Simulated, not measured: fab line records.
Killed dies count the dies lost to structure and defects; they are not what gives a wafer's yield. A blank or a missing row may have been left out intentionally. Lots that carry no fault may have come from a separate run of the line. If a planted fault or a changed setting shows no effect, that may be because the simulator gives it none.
fab line records :: flow n5-finfet
record
  lots=4
  wafers=12
  last-day=16
route steps=1938 shown BEOL_M10@1512 BEOL_M11@1536 BEOL_M15@1830 PASSIVATION@1936
lots untouched by any fault: they come from a run of this same line in which no faults occurred
start-h: the number of hours between the record's first day and the start of the first shown wafer of the lot :: wait-h: how many hours have passed since the lot's step before this one :: " same as the row above :: L1.1+2: a row that stands for several wafers :: - either no value or no given start :: * or withheld: withheld :: < > ~ a bound
route shown NAME@n: NAME is a module with steps in the file, n the number in the route of the first one :: usual: mean/standard deviation taken from wafers without a fault :: same: alike in all rows :: chamber/n: place in a boat :: sites: per-site readings :: _std_site: the standard deviation of these :: _edge_site: inner sites' mean taken away from outer sites' mean :: radius-mm: how far each site lies from the wafer's centre :: mask NAME#n: copy n :: behind: the last tool/chamber to shape the wafer :: hold: reason for holding the lot/hours on hold/outcome of the hold :: device: which transistor (n, p or np) failed to switch :: end of line: the tests these same wafers got at the end of their route :: a step with no rows: only its recipe :: killed: the dies lost at the first sort to structure and to defects; this is not the yield of the wafer :: map: a wafer's dies, x killed, . not, _ none there
set.NAME: the setting that was run; set.NAME@STEP: the one run at that earlier step :: model.NAME: the simulator's own value behind a step, which no gauge read
a table for each step, a row for each wafer; lots at some steps of the route
## steps
# step N5_BEOL_M10_TRENCH_ETCH_37
# recipe
  chemistry=C4F6/O2
  target-depth-a=1488.3
  target=SiCOH_lowk
  time-s=48
  ion-energy-ev=250
  pressure-mtorr=30
  source-w=345
  bias-w=185
  Ar_flow_sccm=300
  C4F6_flow_sccm=10
  O2_flow_sccm=10
# step N5_BEOL_M10_ETCH_41
# recipe
  chemistry=CH3F/O2
  target=SiCN
  target-depth-a=426
  taper-deg=2
  time-s=86
  ion-energy-ev=120
  mask-material=TiN
  pressure-mtorr=30
  source-w=395
  bias-w=75
  Ar_flow_sccm=150
  CH3F_flow_sccm=30
  O2_flow_sccm=20
# step N5_BEOL_M10_STRIP_77
# recipe
  chemistry=N2/H2
  time-s=10
  power-w=450
  temp-c=40
  pressure-mtorr=20
  rf-frequency-hz=6e+07
  bias-power-w=7
  n2-flow-sccm=200
  h2-flow-sccm=200
# step N5_BEOL_M10_HM_STRIP_39
# recipe
  chemistry=peroxide-tin-strip
  material=TiN
  target-depth-a=250
  temp-c=50
  time-s=158
# step N5_BEOL_M10_SRD_40
# recipe
  time-s=30
  temp-c=23
  rinse-liquid=diw
  dry=ipa-marangoni
# step N5_BEOL_M10_PRECLEAN_42
# recipe
  chemistry=residue-remover
  time-s=60
  temp-c=40
# step N5_BEOL_M10_SRD_43
# recipe
  time-s=30
  temp-c=23
  rinse-liquid=diw
  dry=ipa-marangoni
# step N5_BEOL_M10_CURE_72
# recipe
  temp-c=370
  time-s=120
  ambient=DMADMS/He
  material=SiCOH_lowk
# step N5_BEOL_M10_DEGAS_44
# recipe
  ambient=vacuum
  temp-c=250
  time-s=60
# step N5_BEOL_M10_PRE_CLEAN_45
# recipe
  gas=H2/He
  time-s=30
  temp-c=250
# step N5_BEOL_M10_ALD_74
# recipe
  material=TaN
  target-thk-a=20
  temp-c=275
  ald-precursor-family=PDMAT
  ald-co-reactant=NH3
  pressure-torr=3
  carrier-flow-sccm=1500
  pulse-time-s=2
  purge-time-s=3
  co-reactant-purge-time-s=2
  co-reactant-pulse-time-s=3
  ald-cycles=40
  precursor-vessel-temp-c=75
  precursor-vessel-pressure-torr=26.25
  precursor-vessel-carrier-sccm=1000
# usual
  heater-power-outer-w=250/28
  heater-power-w=447/40
  mfc-carrier-sccm=1500/4.5
lot.wafer: L308.1
tool: ald-metal-04
chamber: 1
start-h: 229.23
wait-h: 0.0
heater-power-outer-w: 294
heater-power-w: 498
mfc-carrier-sccm: 1502

lot.wafer: L308.3
tool: ald-metal-04
chamber: 3
start-h: 229.23
wait-h: 0.0
heater-power-outer-w: 249
heater-power-w: 468
mfc-carrier-sccm: 1501

lot.wafer: L308.4
tool: ald-metal-04
chamber: 2
start-h: 229.23
wait-h: 0.0
heater-power-outer-w: 257
heater-power-w: 424
mfc-carrier-sccm: 1497

lot.wafer: L321.3
tool: ald-metal-04
chamber: 3
start-h: 313.40
wait-h: 0.1
heater-power-outer-w: 250
heater-power-w: 467
mfc-carrier-sccm: 1497

lot.wafer: L321.4
tool: ald-metal-04
chamber: 0
start-h: 313.40
wait-h: 0.1
heater-power-outer-w: 204
heater-power-w: 368
mfc-carrier-sccm: 1495

lot.wafer: L321.6
tool: ald-metal-04
chamber: 2
start-h: 313.40
wait-h: 0.1
heater-power-outer-w: 245
heater-power-w: 418
mfc-carrier-sccm: 1499

lot.wafer: L320.2
tool: ald-metal-04
chamber: 0
start-h: 314.15
wait-h: 0.1
heater-power-outer-w: 203
heater-power-w: 363
mfc-carrier-sccm: 1499

lot.wafer: L320.3
tool: ald-metal-04
chamber: 2
start-h: 314.15
wait-h: 0.1
heater-power-outer-w: 253
heater-power-w: 417
mfc-carrier-sccm: 1509

lot.wafer: L320.4
tool: ald-metal-04
chamber: 1
start-h: 314.15
wait-h: 0.1
heater-power-outer-w: 286
heater-power-w: 501
mfc-carrier-sccm: 1498

lot.wafer: L325.1
tool: ald-metal-03
chamber: 0
start-h: 335.18
wait-h: 0.3
heater-power-outer-w: 228
heater-power-w: 421
mfc-carrier-sccm: 1496

lot.wafer: L325.3
tool: ald-metal-03
chamber: 1
start-h: 335.18
wait-h: 0.3
heater-power-outer-w: 235
heater-power-w: 424
mfc-carrier-sccm: 1497

lot.wafer: L325.6
tool: ald-metal-03
chamber: 3
start-h: 335.18
wait-h: 0.3
heater-power-outer-w: 296
heater-power-w: 511
mfc-carrier-sccm: 1499
# step N5_BEOL_M10_SURFACE_TREAT_76
# recipe
  gas=Ar
  time-s=*
  ion-energy-ev=*
  ion-current-ma-cm2=0.5
  pressure-mtorr=*
  ar-flow-sccm=30
# step N5_BEOL_M10_CVD_75
# recipe
  material=Co
  target-thk-a=20
  temp-c=withheld
  precursor=CCTBA/H2
  pressure-torr=30
  time-s=138.9
# step N5_BEOL_M10_SPUTTER_48
# recipe
  material=Cu
  target-thk-a=120
  temp-c=-20
  bias-v=60
  power-w=26000
  chamber-pressure-pa=0.13
  time-s=2
# step N5_BEOL_M10_ECD_50
# recipe
  material=Cu
  target-thk-a=3180
# step N5_BEOL_M10_ANNEAL_51
# recipe
  temp-c=225
  time-s=90
  ambient=N2
# step N5_BEOL_M10_CMP_52
# recipe
  stop-on=SiCOH_lowk
  t-overpolish-s=7
  down-force-psi=1
  platen-rpm=50
  clearing-platen-down-force-psi=1.5
  clearing-platen-rpm=50
  post-cmp-clean=cu-alkaline
  target-thk-nm=140
  clearing-platen-pad-velocity-m-s=0.99484
  pad-velocity-m-s=0.99484
# step N5_BEOL_M10_PRE_CLEAN_55
# recipe
  gas=NH3
  time-s=15
  temp-c=withheld
  rf-power-w=300
# step N5_BEOL_M10_DEP_56
# recipe
  material=SiCN
  target-thk-a=150
  temp-c=withheld
  precursor=3MS/NH3
  pressure-torr=3
  rf-w=202
  time-s=26.5
# step N5_BEOL_M11_ILD_DEP_00
# recipe
  material=SiCOH_lowk
  target-thk-a=3085.1
  temp-c=300
  precursor=DEMS/porogen
  pressure-torr=5
  rf-w=500
  time-s=58
# step N5_BEOL_M11_CURE_71
# recipe
  temp-c=385
  time-s=240
  ambient=He/Ar
  material=SiCOH_lowk
# step N5_BEOL_M11_PECVD_70
# recipe
  material=SiO2
  target-thk-a=200
  temp-c=400
  precursor=TEOS/O2
  pressure-torr=5.5
  rf-w=450
  teos-flow-sccm=53.8
  gas=O2
  flow-sccm=3000
  time-s=22.7
# step N5_BEOL_M11_HM_DEP_02
# recipe
  material=TiN
  target-thk-a=200
  temp-c=25
  chamber-pressure-pa=0.49996
# step N5_BEOL_M11_COAT_59
# recipe
  resist=SOC
  temp-c=250
  time-s=60
  spin-rpm=1500
  resist-thk-nm=100
# step N5_BEOL_M11_COAT_60
# recipe
  resist=SiARC
  temp-c=220
  time-s=60
  spin-rpm=1500
  resist-thk-nm=30
# step N5_BEOL_M11_COAT_05
# recipe
  resist=CAR-ArF
  spin-rpm=1500
  resist-thk-nm=90
# step N5_BEOL_M11_EBR_07
# recipe
  solvent=PGMEA
  ebr-width-mm=1.5
# step N5_BEOL_M11_SOFTBAKE_06
# recipe
  temp-c=110
  time-s=60
  resist=CAR-ArF
# step N5_BEOL_M11_EXPOSE_08
# recipe
  mask-id=M11
  na=1.35
  source-shape=dipole
  sigma-inner=0.411
  sigma-outer=0.611
  polarization=te
  dose-mj=53.75
# step N5_BEOL_M11_PEB_09
# recipe
  peb-temp-c=withheld
  peb-time-s=60
  resist=CAR-ArF
# step N5_BEOL_M11_DEVELOP_10
# recipe
  develop-time-s=30
  developer=TMAH
  resist=CAR-ArF
  rinse-liquid=diw
  dry=air-spin
  dev-temp-c=23
# step N5_BEOL_M11_DESCUM_16
# recipe
  chemistry=O2
  time-s=7.9
  source-power-w=50
  bias-power-w=20
  pressure-mtorr=20
  rf-frequency-hz=2.712e+07
  temp-c=40
  resist=CAR-ArF
  o2-flow-sccm=225
# step N5_BEOL_M11_ETCH_61
# recipe
  chemistry=CF4
  target=SiARC
  target-depth-a=390
  mask-material=CAR-ArF
  time-s=65
  ion-energy-ev=80
  pressure-mtorr=40
  source-w=545
  bias-w=36
  Ar_flow_sccm=100
  cf4-flow-sccm=100
  ends=cleared
# step N5_BEOL_M15_RC_MEAS_101
# usual
  COMB_M10=1.4e-11/3.2e-12
  COMB_M10_max_site=2.1e-11/5.1e-12
  COMB_M11=1.43e-11/3e-12
  COMB_M12=5.8e-12/1.3e-12
  COMB_M12_max_site=8.6e-12/2.2e-12
  COMB_M13=4.5e-12/9.1e-13
  COMB_M14=3.1e-12/7.8e-13
  COMB_M15=2e-12/5.1e-13
  COMB_M5=3.5e-11/7e-12
  COMB_M6=2.5e-11/4.8e-12
  COMB_M7=2.6e-11/5.3e-12
  COMB_M8=2.5e-11/5.8e-12
  COMB_M9=1.38e-11/3e-12
  SERP_M10=3.10/0.096
  SERP_M11=3.09/0.086
  SERP_M12=0.644/0.016
  SERP_M13=0.311/0.0075
  SERP_M14=0.162/0.0047
  SERP_M5=39.5/1.9
  SERP_M6=14.0/0.55
  SERP_M7=14.0/0.55
  SERP_M8=13.9/0.54
  SERP_M9=3.07/0.099
  SERP_M9_max_site=3.16/0.1
lot.wafer: L308.1
tool: prober-01
chamber: 0
start-h: 267.99
wait-h: 0.0
COMB_M10[S/m]: 1e-11
COMB_M10_max_site[S/m]: 2e-11
COMB_M11[S/m]: 1.74e-11
COMB_M12[S/m]: 4.1e-12
COMB_M12_max_site[S/m]: 6.2e-12
COMB_M13[S/m]: 3.2e-12
COMB_M14[S/m]: 2.7e-12
COMB_M15[S/m]: 1.6e-12
COMB_M5[S/m]: 4e-11
COMB_M6[S/m]: 2.2e-11
COMB_M7[S/m]: 4.2e-11
COMB_M8[S/m]: 3.5e-11
COMB_M9[S/m]: 1.23e-11
SERP_M10[ohm/um]: 3.10
SERP_M11[ohm/um]: 2.98
SERP_M12[ohm/um]: 0.630
SERP_M13[ohm/um]: 0.324
SERP_M14[ohm/um]: 0.164
SERP_M5[ohm/um]: 40.0
SERP_M6[ohm/um]: 14.8
SERP_M7[ohm/um]: 15.0
SERP_M8[ohm/um]: 14.6
SERP_M9[ohm/um]: 3.13
SERP_M9_max_site[ohm/um]: 3.17

lot.wafer: L308.3
tool: prober-01
chamber: 0
start-h: 267.99
wait-h: 0.0
COMB_M10[S/m]: 1.7e-11
COMB_M10_max_site[S/m]: 2.5e-11
COMB_M11[S/m]: 1.34e-11
COMB_M12[S/m]: 5.8e-12
COMB_M12_max_site[S/m]: 7.2e-12
COMB_M13[S/m]: 4.4e-12
COMB_M14[S/m]: 4.9e-12
COMB_M15[S/m]: 1.6e-12
COMB_M5[S/m]: 6.2e-11
COMB_M6[S/m]: 2.4e-11
COMB_M7[S/m]: 2.2e-11
COMB_M8[S/m]: 2.3e-11
COMB_M9[S/m]: 1.25e-11
SERP_M10[ohm/um]: 3.22
SERP_M11[ohm/um]: 3.00
SERP_M12[ohm/um]: 0.636
SERP_M13[ohm/um]: 0.329
SERP_M14[ohm/um]: 0.158
SERP_M5[ohm/um]: 38.6
SERP_M6[ohm/um]: 14.6
SERP_M7[ohm/um]: 14.1
SERP_M8[ohm/um]: 14.0
SERP_M9[ohm/um]: 3.16
SERP_M9_max_site[ohm/um]: 3.25

lot.wafer: L308.4
tool: prober-01
chamber: 0
start-h: 267.99
wait-h: 0.0
COMB_M10[S/m]: 1.4e-11
COMB_M10_max_site[S/m]: 1.9e-11
COMB_M11[S/m]: 1.76e-11
COMB_M12[S/m]: 5.8e-12
COMB_M12_max_site[S/m]: 8.7e-12
COMB_M13[S/m]: 4.1e-12
COMB_M14[S/m]: 2.9e-12
COMB_M15[S/m]: 2.6e-12
COMB_M5[S/m]: 4e-11
COMB_M6[S/m]: 3.1e-11
COMB_M7[S/m]: 2.5e-11
COMB_M8[S/m]: 2.1e-11
COMB_M9[S/m]: 1.29e-11
SERP_M10[ohm/um]: 3.06
SERP_M11[ohm/um]: 3.01
SERP_M12[ohm/um]: 0.644
SERP_M13[ohm/um]: 0.315
SERP_M14[ohm/um]: 0.161
SERP_M5[ohm/um]: 40.6
SERP_M6[ohm/um]: 13.9
SERP_M7[ohm/um]: 13.7
SERP_M8[ohm/um]: 13.5
SERP_M9[ohm/um]: 3.11
SERP_M9_max_site[ohm/um]: 3.24

lot.wafer: L321.3
tool: prober-01
chamber: 0
start-h: 354.45
wait-h: 0.3
COMB_M10[S/m]: 1.6e-11
COMB_M10_max_site[S/m]: 4.5e-11
COMB_M11[S/m]: 1.53e-11
COMB_M12[S/m]: 3.8e-12
COMB_M12_max_site[S/m]: 5.5e-12
COMB_M13[S/m]: 4.1e-12
COMB_M14[S/m]: 3.6e-12
COMB_M15[S/m]: 1.3e-12
COMB_M5[S/m]: 4.9e-11
COMB_M6[S/m]: 2.8e-11
COMB_M7[S/m]: 2.5e-11
COMB_M8[S/m]: 2.1e-11
COMB_M9[S/m]: 1.43e-11
SERP_M10[ohm/um]: 3.29
SERP_M11[ohm/um]: 3.22
SERP_M12[ohm/um]: 0.643
SERP_M13[ohm/um]: 0.316
SERP_M14[ohm/um]: 0.156
SERP_M5[ohm/um]: 38.0
SERP_M6[ohm/um]: 14.8
SERP_M7[ohm/um]: 13.7
SERP_M8[ohm/um]: 14.6
SERP_M9[ohm/um]: 2.95
SERP_M9_max_site[ohm/um]: 3.11

lot.wafer: L321.4
tool: prober-01
chamber: 0
start-h: 354.45
wait-h: 0.3
COMB_M10[S/m]: 1.1e-11
COMB_M10_max_site[S/m]: 2.5e-11
COMB_M11[S/m]: 1.9e-11
COMB_M12[S/m]: 5e-12
COMB_M12_max_site[S/m]: 9.1e-12
COMB_M13[S/m]: 4.1e-12
COMB_M14[S/m]: 3.1e-12
COMB_M15[S/m]: 1.2e-12
COMB_M5[S/m]: 3.6e-11
COMB_M6[S/m]: 2.4e-11
COMB_M7[S/m]: 2.1e-11
COMB_M8[S/m]: 2.9e-11
COMB_M9[S/m]: 1.16e-11
SERP_M10[ohm/um]: 2.98
SERP_M11[ohm/um]: 3.19
SERP_M12[ohm/um]: 0.615
SERP_M13[ohm/um]: 0.317
SERP_M14[ohm/um]: 0.156
SERP_M5[ohm/um]: 38.2
SERP_M6[ohm/um]: 13.9
SERP_M7[ohm/um]: 14.2
SERP_M8[ohm/um]: 13.8
SERP_M9[ohm/um]: 3.16
SERP_M9_max_site[ohm/um]: 3.23

lot.wafer: L321.6
tool: prober-01
chamber: 0
start-h: 354.45
wait-h: 0.3
COMB_M10[S/m]: 2.2e-11
COMB_M10_max_site[S/m]: 4.6e-11
COMB_M11[S/m]: 1.43e-11
COMB_M12[S/m]: 5.8e-12
COMB_M12_max_site[S/m]: 7.8e-12
COMB_M13[S/m]: 3e-12
COMB_M14[S/m]: 3e-12
COMB_M15[S/m]: 1.3e-12
COMB_M5[S/m]: 3.4e-11
COMB_M6[S/m]: 2.6e-11
COMB_M7[S/m]: 2.3e-11
COMB_M8[S/m]: 3.5e-11
COMB_M9[S/m]: 1.34e-11
SERP_M10[ohm/um]: 3.06
SERP_M11[ohm/um]: 2.95
SERP_M12[ohm/um]: 0.621
SERP_M13[ohm/um]: 0.318
SERP_M14[ohm/um]: 0.159
SERP_M5[ohm/um]: 36.9
SERP_M6[ohm/um]: 14.1
SERP_M7[ohm/um]: 13.4
SERP_M8[ohm/um]: 14.6
SERP_M9[ohm/um]: 3.11
SERP_M9_max_site[ohm/um]: 3.18

lot.wafer: L320.2
tool: prober-02
chamber: 0
start-h: 354.57
wait-h: 0.2
COMB_M10[S/m]: 1.9e-11
COMB_M10_max_site[S/m]: 3.1e-11
COMB_M11[S/m]: 1.47e-11
COMB_M12[S/m]: 6.4e-12
COMB_M12_max_site[S/m]: 1.08e-11
COMB_M13[S/m]: 4.9e-12
COMB_M14[S/m]: 2.4e-12
COMB_M15[S/m]: 2.3e-12
COMB_M5[S/m]: 2.6e-11
COMB_M6[S/m]: 3.2e-11
COMB_M7[S/m]: 3e-11
COMB_M8[S/m]: 2.7e-11
COMB_M9[S/m]: 1.15e-11
SERP_M10[ohm/um]: 3.22
SERP_M11[ohm/um]: 3.09
SERP_M12[ohm/um]: 0.629
SERP_M13[ohm/um]: 0.318
SERP_M14[ohm/um]: 0.155
SERP_M5[ohm/um]: 42.2
SERP_M6[ohm/um]: 13.7
SERP_M7[ohm/um]: 13.9
SERP_M8[ohm/um]: 13.8
SERP_M9[ohm/um]: 3.13
SERP_M9_max_site[ohm/um]: 3.19

lot.wafer: L320.3
tool: prober-02
chamber: 0
start-h: 354.57
wait-h: 0.2
COMB_M10[S/m]: 1.9e-11
COMB_M10_max_site[S/m]: 3.9e-11
COMB_M11[S/m]: 1.15e-11
COMB_M12[S/m]: 4.7e-12
COMB_M12_max_site[S/m]: 5.8e-12
COMB_M13[S/m]: 3.4e-12
COMB_M14[S/m]: 4.6e-12
COMB_M15[S/m]: 2.3e-12
COMB_M5[S/m]: 2.9e-11
COMB_M6[S/m]: 2.7e-11
COMB_M7[S/m]: 2.5e-11
COMB_M8[S/m]: 2.6e-11
COMB_M9[S/m]: 1.14e-11
SERP_M10[ohm/um]: 2.98
SERP_M11[ohm/um]: 3.15
SERP_M12[ohm/um]: 0.650
SERP_M13[ohm/um]: 0.322
SERP_M14[ohm/um]: 0.160
SERP_M5[ohm/um]: 42.5
SERP_M6[ohm/um]: 13.2
SERP_M7[ohm/um]: 13.7
SERP_M8[ohm/um]: 13.7
SERP_M9[ohm/um]: 3.12
SERP_M9_max_site[ohm/um]: 3.23

lot.wafer: L320.4
tool: prober-02
chamber: 0
start-h: 354.57
wait-h: 0.2
COMB_M10[S/m]: 1.9e-11
COMB_M10_max_site[S/m]: 4.6e-11
COMB_M11[S/m]: 1.95e-11
COMB_M12[S/m]: 4.9e-12
COMB_M12_max_site[S/m]: 6.5e-12
COMB_M13[S/m]: 4.2e-12
COMB_M14[S/m]: 4.3e-12
COMB_M15[S/m]: 1.7e-12
COMB_M5[S/m]: 2.8e-11
COMB_M6[S/m]: 2.7e-11
COMB_M7[S/m]: 2.5e-11
COMB_M8[S/m]: 2.7e-11
COMB_M9[S/m]: 9.8e-12
SERP_M10[ohm/um]: 3.10
SERP_M11[ohm/um]: 3.12
SERP_M12[ohm/um]: 0.627
SERP_M13[ohm/um]: 0.305
SERP_M14[ohm/um]: 0.153
SERP_M5[ohm/um]: 39.9
SERP_M6[ohm/um]: 14.0
SERP_M7[ohm/um]: 14.6
SERP_M8[ohm/um]: 13.8
SERP_M9[ohm/um]: 3.01
SERP_M9_max_site[ohm/um]: 3.06

lot.wafer: L325.1
tool: prober-01
chamber: 0
start-h: 374.93
wait-h: 0.0
COMB_M10[S/m]: 1.5e-11
COMB_M10_max_site[S/m]: 2.2e-11
COMB_M11[S/m]: 1.73e-11
COMB_M12[S/m]: 4.6e-12
COMB_M12_max_site[S/m]: 6.9e-12
COMB_M13[S/m]: 3.9e-12
COMB_M14[S/m]: 3.1e-12
COMB_M15[S/m]: 1.9e-12
COMB_M5[S/m]: 4.7e-11
COMB_M6[S/m]: 2.1e-11
COMB_M7[S/m]: 1.6e-11
COMB_M8[S/m]: 2.1e-11
COMB_M9[S/m]: 1.1e-11
SERP_M10[ohm/um]: 3.10
SERP_M11[ohm/um]: 3.17
SERP_M12[ohm/um]: 0.651
SERP_M13[ohm/um]: 0.324
SERP_M14[ohm/um]: 0.168
SERP_M5[ohm/um]: 36.8
SERP_M6[ohm/um]: 15.0
SERP_M7[ohm/um]: 13.4
SERP_M8[ohm/um]: 13.4
SERP_M9[ohm/um]: 3.13
SERP_M9_max_site[ohm/um]: 3.24

lot.wafer: L325.3
tool: prober-01
chamber: 0
start-h: 374.93
wait-h: 0.0
COMB_M10[S/m]: 1.7e-11
COMB_M10_max_site[S/m]: 2.3e-11
COMB_M11[S/m]: 1.57e-11
COMB_M12[S/m]: 4.4e-12
COMB_M12_max_site[S/m]: 7.3e-12
COMB_M13[S/m]: 3.3e-12
COMB_M14[S/m]: 2.5e-12
COMB_M15[S/m]: 1.3e-12
COMB_M5[S/m]: 4.9e-11
COMB_M6[S/m]: 2.6e-11
COMB_M7[S/m]: 2.3e-11
COMB_M8[S/m]: 3e-11
COMB_M9[S/m]: 1.87e-11
SERP_M10[ohm/um]: 3.02
SERP_M11[ohm/um]: 3.21
SERP_M12[ohm/um]: 0.679
SERP_M13[ohm/um]: 0.309
SERP_M14[ohm/um]: 0.159
SERP_M5[ohm/um]: 41.5
SERP_M6[ohm/um]: 14.1
SERP_M7[ohm/um]: 14.4
SERP_M8[ohm/um]: 13.6
SERP_M9[ohm/um]: 2.91
SERP_M9_max_site[ohm/um]: 2.97

lot.wafer: L325.6
tool: prober-01
chamber: 0
start-h: 374.93
wait-h: 0.0
COMB_M10[S/m]: 1.2e-11
COMB_M10_max_site[S/m]: 1.9e-11
COMB_M11[S/m]: 1.72e-11
COMB_M12[S/m]: 3.4e-12
COMB_M12_max_site[S/m]: 4.2e-12
COMB_M13[S/m]: 4.1e-12
COMB_M14[S/m]: 2.1e-12
COMB_M15[S/m]: 1.2e-12
COMB_M5[S/m]: 5.1e-11
COMB_M6[S/m]: 2.1e-11
COMB_M7[S/m]: 2.5e-11
COMB_M8[S/m]: 2e-11
COMB_M9[S/m]: 1.7e-11
SERP_M10[ohm/um]: 2.97
SERP_M11[ohm/um]: 3.14
SERP_M12[ohm/um]: 0.674
SERP_M13[ohm/um]: 0.312
SERP_M14[ohm/um]: 0.166
SERP_M5[ohm/um]: 40.8
SERP_M6[ohm/um]: 14.3
SERP_M7[ohm/um]: 13.6
SERP_M8[ohm/um]: 13.5
SERP_M9[ohm/um]: 3.10
SERP_M9_max_site[ohm/um]: 3.19
# step N5_PASSIVATION_PROBE_49
# usual
  defect-limited-yield=91.0/1.5
  killed_at_M0_to_M3=35/11
  killed_at_M4_up=13/6
  killed-at-contacts=14/6.5
  killed-at-front-end=40/12
  killed-at-other=4/3.4
  killed-dies=106/18
  killed-open=68/14
  killed-short=35/7.7
  sort_bin_5_function=5.2/0.98
  sort_bin_6_memory=3.4/0.72
  sort-n-pass=1074/18
  sort-yield-pct=91.0/1.5
# same
  gross-dies=1180
  killed-at-back-side=0
  sort_bin_4_leakage[%]=0
  sort_bin_8_speed[%]=0
lot.wafer: L320.4
tool: prober-02
chamber: -
start-h: 366.72
wait-h: 0.2
defect-limited-yield[%]: 90.7
killed_at_M0_to_M3: 29
killed_at_M4_up: 21
killed-at-contacts: 4
killed-at-front-end: 53
killed-at-other: 3
killed-dies: 110
killed-open: 61
killed-short: 45
sort_bin_5_function[%]: 5.9
sort_bin_6_memory[%]: 2.8
sort-n-pass: 1070
sort-yield-pct[%]: 90.7
# killed by level:class
L320.4 FIN_SAQP:geometric-particle:short=16 BEOL_M0_SAQP:geometric-particle:open=15 STI_FIN_REVEAL:geometric-particle:open=9 FIN_SAQP:geometric-particle:open=7 BEOL_M4:geometric-particle:short=6 GATE_CUT:geometric-particle:short=6 GATE_CUT:geometric-particle:open=6 BEOL_M2:geometric-particle:short=6
## key
first-sign
  step=N5_BEOL_M15_RC_MEAS_101
  reading=COMB_M10_max_site
  direction=up
  sigmas=3.5
  usual=2.1e-11
  struck=3.9e-11
effect none on later readings
met-at N5_BEOL_M10_ALD_74
struck-wafers L320.2,L320.3,L320.4,L321.3,L321.4,L321.6
onset-between 229.23 313.40
fault
  kind=site-profile-drift
  tool=ald-metal-04
  chamber=-
  onset-h=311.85
  steps=N5_BEOL_M10_ALD_74
  basis=fraction
  max-abs-drift=0.29708
  slope-share-per-hr=66.018
  site-pattern=0,0,0,0,0,-1,-1,-1,-1
